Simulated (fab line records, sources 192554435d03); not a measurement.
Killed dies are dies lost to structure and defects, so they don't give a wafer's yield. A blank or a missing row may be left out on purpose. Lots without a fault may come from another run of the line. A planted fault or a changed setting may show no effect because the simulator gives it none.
Chamber matching | flow n5_finfet | N5_BEOL_M0_SAQP_ETCH_84 on rie_diel-03: 4 sister chambers
The step etches SOC in N2/H2, target depth 100 nm, overetch 20 nm, time 150 s. 4 wafers are shown with their chamber, then 11 later ones without.

WAFERS WITH THEIR CHAMBER
wafer  | chamber | showerhead_plenum_p_Torr (Torr)
L084.5 | 0       | 2.62
L089.2 | 3       | 2.58
L089.5 | 1       | 2.49
L092.3 | 2       | 2.61

WAFERS WITHOUT THEIR CHAMBER
wafer  | showerhead_plenum_p_Torr (Torr)
L092.4 | 2.48
L092.5 | 2.61
L093.1 | 2.58
L093.2 | 2.61
L093.6 | 2.48
L094.1 | 2.58
L094.2 | 2.48
L094.6 | 2.61
L095.2 | 2.58
L095.3 | 2.48
L095.6 | 2.58

WHICH CHAMBER EACH WENT THROUGH
wafer  | from the rows above     | in truth
L092.4 | 1                       | 1
L092.5 | can't be placed: 2 or 0 | 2
L093.1 | 3                       | 3
L093.2 | can't be placed: 2 or 0 | 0
L093.6 | 1                       | 1
L094.1 | 3                       | 3
L094.2 | 1                       | 1
L094.6 | can't be placed: 2 or 0 | 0
L095.2 | 3                       | 3
L095.3 | 1                       | 1
L095.6 | 3                       | 3
Placed correctly: 8 of 11. Can't be placed from these rows: 3 (the true chamber is among the candidates in 3). Placed wrongly: 0.
How it was worked out, from the rows above alone: a wafer's distance from a chamber is the root of the sum, over the readings, of the square of ((its reading less the chamber's mean) divided by the reading's scatter). The wafer belongs to the nearest chamber; if the next one is less than 2 further off, it can't be placed. A chamber's mean is the mean of its shown wafers. The scatter: with one shown wafer a chamber, the root of the mean of the squares of how far each hidden wafer lies from its nearest shown one.
